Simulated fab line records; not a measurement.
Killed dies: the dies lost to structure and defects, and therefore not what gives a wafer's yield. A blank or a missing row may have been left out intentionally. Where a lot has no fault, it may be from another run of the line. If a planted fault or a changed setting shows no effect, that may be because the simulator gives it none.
A lot that was struck, set against a sound lot / flow nand-harc / 15 steps out of a route of 1302
Sound: these wafers, L113.1, L113.2, L113.4. Struck: wafer L123.6 (L123.3, L123.4, from the same lot, were not struck and are left out); the cause is given at the end.
At each step with rows: each side's tool, then ch and its chambers, then its first start. Under that, the readings that differ: sound wafers / struck wafers / difference of the means / sigmas: that difference in standard deviations of wafers without a fault.
alike: words and numbers the same on both sides, and readings whose means are apart by under 2 such deviations; not compared: readings that were withheld, readings missing a value for some wafer, numbers with overlapping values and no deviation given by the record, and bounds like >300 which may hide the same value.
Wherever a step has rows on one side only, a row that says differs or no value, or a row with sigmas, the two part there. When numbers do not overlap yet have no deviation, they are printed without sigmas and do not part them. A reading that every wafer of one side lacks parts them only if that side has two wafers or more.

first, 6 steps without rows for these wafers: NHARC_P_STI_COAT_03 (resist thk 600 nm); NHARC_P_STI_SOFTBAKE_04 (time 70 s); NHARC_P_STI_EBR_05; NHARC_P_STI_EXPOSE_06 (exposes mask P STI, target cd 200 nm); NHARC_P_STI_PEB_07 (peb time 80 s); NHARC_P_STI_DEVELOP_08 (time 50 s).
NHARC_P_STI_CD_MEAS_09: target cd 200 nm.
  sound on cd-sem-03 ch 0, day 6 23:59; struck on cd-sem-01 ch 0, day 11 06:44
  alike: cd-nm
NHARC_P_STI_OVL_MEAS_10:
  sound on overlay-02 at day 7 00:05; struck on overlay-02 at day 11 06:49
  alike: overlay-x-nm, overlay-y-nm
NHARC_P_STI_INSPECT_11:
  sound on defect-inspect-02 at day 7 00:07; struck on defect-inspect-02 at day 11 06:52
  alike: raw-defect-count
then, 1 step without rows for these wafers: NHARC_P_STI_HARDBAKE_13 (time 65 s).
NHARC_P_STI_DESCUM_14: chemistry O2, time 3 s.
  sound on rie-diel-04 ch 0,1,2, day 7 00:15; struck on rie-diel-05 ch 2, day 11 07:00
  alike: drypump-motor-current-A, oes-product-au, rf-vpp-V, showerhead-plenum-p-Torr, throttle-valve-pct
  not compared: rf-hours-counter-h
NHARC_P_STI_ETCH_42: etches the open film in N2/H2, target depth 80 nm, overetch 24 nm, time 61 s.
  sound on rie-diel-04 ch 0,2,3, day 7 00:20; struck on rie-diel-05 ch 2, day 11 07:04
reading=run-length-s (s); sound=82.8 82.5 82.1; struck=81.6; difference=-0.9; sigmas=-2
reading=throttle-valve-pct (%); sound=14.167 14.183 14.186; struck=14.152; difference=-0.027; sigmas=-3
  alike: drypump-motor-current-A, n2-flow-sccm, oes-product-au, rf-fwd-power-W, rf-vpp-V, showerhead-plenum-p-Torr
  not compared: rf-hours-counter-h
NHARC_P_STI_ETCH_31: etches the open film in CF4/CHF3, target depth 108.9 nm, time 54.5 s.
  sound on rie-diel-04 ch 1,2,3, day 7 00:25; struck on rie-diel-05 ch 0, day 11 07:10
reading=run-length-s (s); sound=75.1 75.5 76.3; struck=64.9; difference=-10.7; sigmas=-34
  alike: drypump-motor-current-A, oes-product-au, rf-vpp-V, showerhead-plenum-p-Torr, throttle-valve-pct
  not compared: rf-fwd-power-W, rf-hours-counter-h
NHARC_P_STI_ETCH_15: etches the open film in HBr/Cl2, target depth 300 nm, time 100.1 s.
  sound on rie-si-06 ch 0,2,3, day 7 00:32; struck on rie-si-04 ch 1, day 11 07:17
  alike: drypump-motor-current-A, mfc-cl2-sccm, oes-product-au, rf-fwd-power-W, throttle-valve-pct
  not compared: rf-hours-counter-h
-- record jumps: 22 days between struck wafers' starts before vs after; left off in module P_STI, resumes in module END, first step shown is number 1302 of the route --
NHARC_END_SORT_01:
  sound on prober-02 ch 0, day 28 15:34; struck on prober-02 ch 0, day 33 17:34
reading=killed-at-periphery; sound=1 4 3; struck=215; difference=+212; sigmas=+66
reading=killed-dies; sound=53 45 50; struck=293; difference=+244; sigmas=+14
  alike: killed-at-array, killed-at-other, killed-open, killed-short

WHERE THEY PART
At NHARC_P_STI_ETCH_42 first; at NHARC_END_SORT_01 last (within this record only).

WHY: what had been put in by the simulator
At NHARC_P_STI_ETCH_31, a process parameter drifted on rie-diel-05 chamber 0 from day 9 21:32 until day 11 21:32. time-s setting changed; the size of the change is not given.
